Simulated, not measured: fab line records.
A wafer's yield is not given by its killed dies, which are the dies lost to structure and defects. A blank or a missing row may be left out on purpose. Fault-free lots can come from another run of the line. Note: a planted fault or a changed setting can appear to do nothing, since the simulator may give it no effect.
Which tool is to blame?	flow nand_harc	57 wafers from 19 lots sampled at 6 of the route's 1302 steps

WHAT THE GAUGES SHOWED, per wafer
Not one reading of a measure or inspect step in the record can be checked against a usual standard deviation.

TOOL THAT RAN EACH LOT (tool first, then ch and the chambers of the sampled wafers, then the start)
lot	NHARC_A_STAIRCASE_TRIM_16	NHARC_A_STAIRCASE_ETCH_17	NHARC_A_STAIRCASE_ETCH_25	NHARC_A_STAIRCASE_ETCH_188	NHARC_A_STAIRCASE_TRIM_196	NHARC_A_STAIRCASE_ETCH_452
L074	rie_diel-08 ch 0,1,2, day 15 20:59 or earlier	rie_diel-08 ch 1,2, day 15 20:59 or earlier	rie_diel-10 ch 0,1,3, day 15 20:59 or earlier	rie_diel-08 ch 0,1, day 15 20:59 or earlier	rie_diel-06 ch 0,3, day 15 20:59	rie_diel-10 ch 0,1,3, no start
L076	rie_diel-10 ch 0,1,2, day 16 22:53 or earlier	rie_diel-10 ch 0,1,3, day 16 22:53 or earlier	rie_diel-08 ch 1,2, day 16 22:53 or earlier	rie_diel-08 ch 2,3, day 16 22:53 or earlier	rie_diel-08 ch 0,1,3, day 16 22:53	rie_diel-10 ch 0,1,3, no start
L077	rie_diel-06 ch 0,1,3, day 17 01:10 or earlier	rie_diel-06 ch 0,2,3, day 17 01:10 or earlier	rie_diel-10 ch 0,1,2, day 17 01:10 or earlier	rie_diel-08 ch 0,2, day 17 01:10 or earlier	rie_diel-08 ch 1,2,3, day 17 01:10	rie_diel-06 ch 2,3, no start
L078	rie_diel-10 ch 0,1,3, day 17 12:05 or earlier	rie_diel-10 ch 0,1, day 17 12:05 or earlier	rie_diel-10 ch 0,1,3, day 17 12:05 or earlier	rie_diel-06 ch 0,3, day 17 12:05 or earlier	rie_diel-06 ch 1,2,3, day 17 12:05	rie_diel-08 ch 0,2,3, no start
L079	rie_diel-10 ch 1,3, day 18 02:10 or earlier	rie_diel-10 ch 0,2, day 18 02:10 or earlier	rie_diel-10 ch 0,3, day 18 02:10 or earlier	rie_diel-06 ch 0,2,3, day 18 02:10 or earlier	rie_diel-06 ch 0,1,3, day 18 02:10	rie_diel-10 ch 0,1,3, no start
L080	rie_diel-10 ch 0,1,3, day 18 08:32 or earlier	rie_diel-10 ch 0,3, day 18 08:32 or earlier	rie_diel-06 ch 1,2,3, day 18 08:32 or earlier	rie_diel-10 ch 1,2,3, day 18 08:32 or earlier	rie_diel-06 ch 1,2,3, day 18 08:32	rie_diel-06 ch 0,2,3, no start
L081	rie_diel-08 ch 1,2,3, day 18 14:12 or earlier	rie_diel-08 ch 1,2,3, day 18 14:12 or earlier	rie_diel-06 ch 0,2, day 18 14:12 or earlier	rie_diel-06 ch 2,3, day 18 14:12 or earlier	rie_diel-08 ch 0,1,3, day 18 14:12	rie_diel-06 ch 0,2,3, no start
L082	rie_diel-06 ch 0,1,2, day 19 06:52 or earlier	rie_diel-06 ch 0,3, day 19 06:52 or earlier	rie_diel-10 ch 1,3, day 19 06:52 or earlier	rie_diel-06 ch 1,2,3, day 19 06:52 or earlier	rie_diel-08 ch 0,2, day 19 06:52	rie_diel-08 ch 0,1,2, no start
L083	rie_diel-06 ch 2,3, day 19 22:14 or earlier	rie_diel-06 ch 1,3, day 19 22:14 or earlier	rie_diel-10 ch 0,1, day 19 22:14 or earlier	rie_diel-06 ch 2,3, day 19 22:14 or earlier	rie_diel-10 ch 0,1,3, day 19 22:14	rie_diel-08 ch 0,1,3, no start
L087	rie_diel-06 ch 0,2,3, day 20 19:16 or earlier	rie_diel-06 ch 0,2,3, day 20 19:16 or earlier	rie_diel-06 ch 0,1,3, day 20 19:16 or earlier	rie_diel-10 ch 0,2,3, day 20 19:16 or earlier	rie_diel-10 ch 0,2,3, day 20 19:16	rie_diel-06 ch 0,1,2, no start
L085	rie_diel-08 ch 1,2,3, day 20 18:42 or earlier	rie_diel-08 ch 2,3, day 20 18:42 or earlier	rie_diel-08 ch 0,1,2, day 20 18:42 or earlier	rie_diel-06 ch 0,1, day 20 18:42 or earlier	rie_diel-08 ch 1,2, day 20 18:42	rie_diel-08 ch 2,3, no start
L089	rie_diel-08 ch 1,2,3, day 22 12:02 or earlier	rie_diel-08 ch 0,1,2, day 22 12:02 or earlier	rie_diel-08 ch 0,2, day 22 12:02 or earlier	rie_diel-06 ch 0,2, day 22 12:02 or earlier	rie_diel-06 ch 2,3, day 22 12:02	rie_diel-06 ch 0,1, no start
L091	rie_diel-08 ch 0,2,3, day 22 16:16 or earlier	rie_diel-08 ch 0,2,3, day 22 16:16 or earlier	rie_diel-08 ch 0,1,3, day 22 16:16 or earlier	rie_diel-06 ch 1,2,3, day 22 16:16 or earlier	rie_diel-08 ch 0,2,3, day 22 16:16	rie_diel-06 ch 0,1,2, no start
L090	rie_diel-08 ch 0,3, day 22 16:32 or earlier	rie_diel-08 ch 2,3, day 22 16:32 or earlier	rie_diel-06 ch 2,3, day 22 16:32 or earlier	rie_diel-06 ch 0,1,2, day 22 16:32 or earlier	rie_diel-08 ch 0,2,3, day 22 16:32	rie_diel-10 ch 0,3, no start
L093	rie_diel-06 ch 0,1,3, day 23 13:43 or earlier	rie_diel-06 ch 0,1, day 23 13:43 or earlier	rie_diel-06 ch 1,3, day 23 13:43 or earlier	rie_diel-06 ch 0,2,3, day 23 13:43 or earlier	rie_diel-06 ch 0,1,3, day 23 13:43	rie_diel-06 ch 0,1, no start
L092	rie_diel-06 ch 1,2,3, day 23 13:25 or earlier	rie_diel-06 ch 0,3, day 23 13:25 or earlier	rie_diel-10 ch 1,3, day 23 13:25 or earlier	rie_diel-08 ch 0,1,3, day 23 13:25 or earlier	rie_diel-10 ch 0,1,2, day 23 13:25	rie_diel-10 ch 0,2, no start
L094	rie_diel-10 ch 0,1,2, day 23 21:22 or earlier	rie_diel-10 ch 0,1,2, day 23 21:22 or earlier	rie_diel-10 ch 0,2,3, day 23 21:22 or earlier	rie_diel-10 ch 0,1,3, day 23 21:22 or earlier	rie_diel-10 ch 0,1,2, day 23 21:22	rie_diel-08 ch 0,2,3, no start
L095	rie_diel-06 ch 0,2,3, day 24 08:46 or earlier	rie_diel-06 ch 2,3, day 24 08:46 or earlier	rie_diel-08 ch 0,2, day 24 08:46 or earlier	rie_diel-06 ch 0,1, day 24 08:46 or earlier	rie_diel-06 ch 1,2, day 24 08:46	rie_diel-06 ch 0,1,2, no start
L096	rie_diel-08 ch 1,2,3, day 24 20:26 or earlier	rie_diel-08 ch 1,3, day 24 20:26 or earlier	rie_diel-10 ch 0,1,3, day 24 20:26 or earlier	rie_diel-06 ch 0,2,3, day 24 20:26 or earlier	rie_diel-08 ch 1,2,3, day 24 20:26	rie_diel-06 ch 1,2,3, no start
- NHARC_A_STAIRCASE_TRIM_16: chemistry O2, time 211.2 s.
- NHARC_A_STAIRCASE_ETCH_17: etches the open film in C4F8/O2, target depth 100 nm, time 40.5 s.
- NHARC_A_STAIRCASE_ETCH_25: etches the open film in C4F8/O2, target depth 100 nm, time 40.5 s.
- NHARC_A_STAIRCASE_ETCH_188: etches the open film in C4F8/O2, target depth 100 nm, time 40.5 s.
- NHARC_A_STAIRCASE_TRIM_196: chemistry O2, time 211.2 s.
- NHARC_A_STAIRCASE_ETCH_452: etches the open film in CF4/O2, target depth 30 nm, overetch 3 nm, time 16.5 s.

WHAT THE TOOLS THEMSELVES READ (means of the sampled wafers that have a number; where no wafer has one, the mark that the record gives instead)
NHARC_A_STAIRCASE_TRIM_16. Usual: chamber_pressure_mTorr 60.00 mTorr, standard deviation 0.05; drypump_motor_current_A 5.7 A, standard deviation 0.49; oes_product_au 1.004 a.u., standard deviation 0.014; rf_vpp_V 58.0 V, standard deviation 0.93; showerhead_plenum_p_Torr 3.60 Torr, standard deviation 0.15; throttle_valve_pct 17.037 %, standard deviation 0.0096.
lot	tool	chamber_pressure_mTorr (mTorr)	drypump_motor_current_A (A)	oes_product_au (a.u.)	rf_vpp_V (V)	showerhead_plenum_p_Torr (Torr)	throttle_valve_pct (%)	flag
L074	rie_diel-08	60.04	6.0	1.015	57.0	3.47	17.033	
L076	rie_diel-10	60.02	5.2	1.008	58.3	3.78	17.034	
L077	rie_diel-06	60.00	6.0	1.007	56.7	3.42	17.032	
L078	rie_diel-10	59.95	5.4	0.999	57.9	3.70	17.043	
L079	rie_diel-10	60.00	5.6	1.003	58.2	3.68	17.043	
L080	rie_diel-10	60.03	5.4	0.999	58.3	3.69	17.044	
L081	rie_diel-08	60.04	5.6	1.010	58.5	3.57	17.035	
L082	rie_diel-06	60.00	6.0	1.011	58.6	3.53	17.035	
L083	rie_diel-06	60.01	6.3	0.999	58.4	3.55	17.044	
L087	rie_diel-06	59.99	6.2	1.005	57.4	3.54	17.036	
L085	rie_diel-08	60.06	5.6	1.000	57.6	3.56	17.038	
L089	rie_diel-08	60.03	5.7	0.997	57.7	3.55	17.046	
L091	rie_diel-08	59.98	5.9	1.006	58.2	3.63	17.032	
L090	rie_diel-08	60.00	5.4	0.998	58.8	3.65	17.050	
L093	rie_diel-06	60.02	6.0	1.001	57.7	3.39	17.034	
L092	rie_diel-06	59.95	6.1	1.002	57.5	3.50	17.037	
L094	rie_diel-10	60.01	5.2	0.995	58.5	3.75	17.029	
L095	rie_diel-06	59.99	6.3	0.982	57.6	3.52	17.037	
L096	rie_diel-08	59.94	5.6	1.002	58.1	3.54	17.040	

NHARC_A_STAIRCASE_ETCH_17. Usual: chamber_pressure_mTorr 24.996 mTorr, standard deviation 0.022; oes_product_au 0.944 a.u., standard deviation 0.014; rf_fwd_power_W 592.3 W, standard deviation 2.7; rf_vpp_V 898 V, standard deviation 5.4.
lot	tool	chamber_pressure_mTorr (mTorr)	oes_product_au (a.u.)	rf_fwd_power_W (W)	rf_vpp_V (V)	flag
L074	rie_diel-08	25.004	0.935	593.1	897	
L076	rie_diel-10	24.983	0.944	590.6	903	
L077	rie_diel-06	24.980	0.944	591.5	896	
L078	rie_diel-10	24.997	0.958	589.5	904	
L079	rie_diel-10	24.980	0.962	592.2	904	
L080	rie_diel-10	24.987	0.936	594.9	900	
L081	rie_diel-08	24.982	0.943	592.1	897	
L082	rie_diel-06	24.993	0.957	590.0	893	
L083	rie_diel-06	24.994	0.945	587.1	891	
L087	rie_diel-06	24.994	0.952	592.3	896	
L085	rie_diel-08	25.021	0.930	591.8	898	
L089	rie_diel-08	24.997	0.937	592.8	899	
L091	rie_diel-08	24.993	0.943	594.2	900	
L090	rie_diel-08	24.995	0.940	592.9	899	
L093	rie_diel-06	24.999	0.946	590.9	891	
L092	rie_diel-06	24.987	0.919	590.0	892	
L094	rie_diel-10	25.001	0.939	591.7	904	
L095	rie_diel-06	25.003	0.935	592.3	900	
L096	rie_diel-08	24.979	0.940	591.1	896	

NHARC_A_STAIRCASE_ETCH_25. Usual: chamber_pressure_mTorr 25.003 mTorr, standard deviation 0.027; oes_product_au 0.948 a.u., standard deviation 0.016; rf_fwd_power_W 592.1 W, standard deviation 2.9; rf_vpp_V 899 V, standard deviation 5.3.
lot	tool	chamber_pressure_mTorr (mTorr)	oes_product_au (a.u.)	rf_fwd_power_W (W)	rf_vpp_V (V)	flag
L074	rie_diel-10	25.012	0.952	591.2	902	
L076	rie_diel-08	24.998	0.964	591.7	897	
L077	rie_diel-10	25.005	0.963	591.4	905	
L078	rie_diel-10	24.998	0.937	590.9	902	
L079	rie_diel-10	25.001	0.931	592.1	900	
L080	rie_diel-06	25.055	0.954	589.7	896	
L081	rie_diel-06	24.987	0.955	594.3	901	
L082	rie_diel-10	25.029	0.931	595.2	899	
L083	rie_diel-10	25.018	0.942	589.6	903	
L087	rie_diel-06	24.989	0.946	592.3	892	
L085	rie_diel-08	24.989	0.955	592.7	899	
L089	rie_diel-08	25.018	0.966	592.9	900	
L091	rie_diel-08	25.029	0.945	593.0	900	
L090	rie_diel-06	25.003	0.919	589.6	896	
L093	rie_diel-06	25.016	0.927	587.9	891	
L092	rie_diel-10	25.005	0.935	591.4	901	
L094	rie_diel-10	24.998	0.943	592.2	903	
L095	rie_diel-08	24.994	0.964	593.3	902	
L096	rie_diel-10	24.980	0.945	592.3	901	

NHARC_A_STAIRCASE_ETCH_188. Usual: chamber_pressure_mTorr 24.996 mTorr, standard deviation 0.025; oes_product_au 0.944 a.u., standard deviation 0.018; rf_fwd_power_W 591.5 W, standard deviation 2.4; rf_vpp_V 897 V, standard deviation 5.9.
lot	tool	chamber_pressure_mTorr (mTorr)	oes_product_au (a.u.)	rf_fwd_power_W (W)	rf_vpp_V (V)	flag
L074	rie_diel-08	24.988	0.961	593.7	894	
L076	rie_diel-08	25.000	0.978	591.3	897	
L077	rie_diel-08	24.985	0.946	592.1	903	
L078	rie_diel-06	24.977	0.939	591.0	894	
L079	rie_diel-06	24.999	0.967	591.6	897	
L080	rie_diel-10	25.005	0.948	594.9	902	
L081	rie_diel-06	24.971	0.926	592.1	900	
L082	rie_diel-06	25.005	0.953	591.2	895	
L083	rie_diel-06	24.987	0.943	589.9	896	
L087	rie_diel-10	25.000	0.941	593.2	902	
L085	rie_diel-06	25.009	0.945	588.9	891	
L089	rie_diel-06	25.017	0.926	591.7	901	
L091	rie_diel-06	24.998	0.930	591.0	895	
L090	rie_diel-06	25.010	0.933	591.4	896	
L093	rie_diel-06	25.010	0.928	590.3	897	
L092	rie_diel-08	24.978	0.944	592.2	900	
L094	rie_diel-10	24.985	0.942	591.9	902	
L095	rie_diel-06	24.994	0.952	591.9	889	
L096	rie_diel-06	25.022	0.911	589.7	896	

NHARC_A_STAIRCASE_TRIM_196. Usual: chamber_pressure_mTorr 60.00 mTorr, standard deviation 0.051; drypump_motor_current_A 5.8 A, standard deviation 0.48; oes_product_au 1.001 a.u., standard deviation 0.015; rf_vpp_V 58.0 V, standard deviation 0.99; showerhead_plenum_p_Torr 3.60 Torr, standard deviation 0.15; throttle_valve_pct 17.036 %, standard deviation 0.0099.
lot	tool	chamber_pressure_mTorr (mTorr)	drypump_motor_current_A (A)	oes_product_au (a.u.)	rf_vpp_V (V)	showerhead_plenum_p_Torr (Torr)	throttle_valve_pct (%)	flag
L074	rie_diel-06	60.06	6.2	1.013	57.5	3.45	17.038	
L076	rie_diel-08	60.01	5.5	1.004	58.0	3.66	17.032	
L077	rie_diel-08	60.01	5.6	1.017	58.1	3.57	17.038	
L078	rie_diel-06	60.03	6.0	1.007	56.4	3.53	17.030	
L079	rie_diel-06	59.97	6.0	1.001	57.6	3.41	17.046	
L080	rie_diel-06	60.00	6.0	1.007	58.4	3.53	17.033	
L081	rie_diel-08	60.01	5.6	1.004	58.3	3.65	17.034	
L082	rie_diel-08	60.02	6.2	1.015	58.2	3.63	17.035	
L083	rie_diel-10	60.00	5.4	1.000	58.2	3.69	17.024	
L087	rie_diel-10	59.99	5.3	0.989	58.5	3.70	17.029	
L085	rie_diel-08	60.02	6.1	1.003	58.2	3.53	17.030	
L089	rie_diel-06	60.03	6.2	0.983	57.6	3.53	17.041	
L091	rie_diel-08	60.09	5.8	1.008	58.1	3.63	17.039	
L090	rie_diel-08	59.98	5.8	1.004	59.0	3.63	17.034	
L093	rie_diel-06	60.01	6.0	0.994	56.8	3.38	17.031	
L092	rie_diel-10	60.00	5.2	0.995	59.3	3.75	17.025	
L094	rie_diel-10	59.98	5.2	0.994	57.8	3.75	17.027	
L095	rie_diel-06	60.06	6.1	0.997	58.2	3.62	17.044	
L096	rie_diel-08	59.99	5.6	0.999	58.0	3.54	17.040	

NHARC_A_STAIRCASE_ETCH_452. Usual: for chamber_pressure_mTorr, 29.997 mTorr with a standard deviation of 0.024; for drypump_motor_current_A, 5.8 A with a standard deviation of 0.48; for oes_product_au, 1.002 a.u. with a standard deviation of 0.015; for rf_fwd_power_W, 293.5 W with a standard deviation of 1.4; for rf_vpp_V, 198.2 V with a standard deviation of 1.6; for showerhead_plenum_p_Torr, 1.36 Torr with a standard deviation of 0.066; for throttle_valve_pct, 13.397 % with a standard deviation of 0.008.
lot	tool	chamber_pressure_mTorr (mTorr)	drypump_motor_current_A (A)	oes_product_au (a.u.)	rf_fwd_power_W (W)	rf_vpp_V (V)	showerhead_plenum_p_Torr (Torr)	throttle_valve_pct (%)	flag
L074	rie_diel-10	29.999	5.4	1.010	293.1	199.5	1.40	13.399	
L076	rie_diel-10	30.012	5.4	1.002	294.0	198.0	1.40	13.398	
L077	rie_diel-06	30.016	6.3	0.999	293.7	199.3	1.39	13.401	
L078	rie_diel-08	30.001	5.8	1.000	294.1	198.8	1.38	13.402	
L079	rie_diel-10	30.010	5.4	1.002	294.5	199.1	1.40	13.403	
L080	rie_diel-06	29.997	6.2	1.007	293.3	197.4	1.34	13.397	
L081	rie_diel-06	30.013	6.2	1.002	293.2	197.5	1.34	13.400	
L082	rie_diel-08	30.015	6.0	1.006	293.2	198.2	1.37	13.401	
L083	rie_diel-08	30.001	5.5	0.995	294.7	198.8	1.38	13.400	
L087	rie_diel-06	30.004	6.0	0.995	293.4	197.4	1.33	13.395	
L085	rie_diel-08	30.010	5.5	0.996	293.5	198.6	1.35	13.397	
L089	rie_diel-06	29.984	5.8	1.019	292.3	196.2	1.27	13.400	
L091	rie_diel-06	30.004	6.0	1.011	292.8	197.9	1.33	13.397	
L090	rie_diel-10	29.991	5.5	0.995	293.8	198.1	1.37	13.396	
L093	rie_diel-06	30.011	5.9	1.005	292.6	196.0	1.28	13.404	
L092	rie_diel-10	29.984	5.1	1.006	294.6	198.8	1.43	13.389	
L094	rie_diel-08	29.995	5.8	1.023	293.5	198.8	1.37	13.399	
L095	rie_diel-06	29.985	6.0	1.008	293.0	198.3	1.32	13.396	
L096	rie_diel-06	29.979	6.0	1.004	293.5	197.5	1.32	13.386	

THE ANSWER, worked out from the rows above alone
Rule: take the mean of a lot's wafers that have a number; if it is more than 3 standard deviations from the usual mean, the lot is off. Also off: a lot with no number at a reading for which 4 or more lots have one. Where the step has rows for the other lots, those lots are counted as sound. The gauges are gone through in route order, then the tools' own readings, and for those a lot's mean is taken as printed above. The first step at which some lot is off is used, and at that step the reading that is off furthest; a lot without a number counts as furthest.
None of the lots is off at any reading shown; this tells nothing.

WHAT HAD BEEN PUT IN BY THE SIMULATOR
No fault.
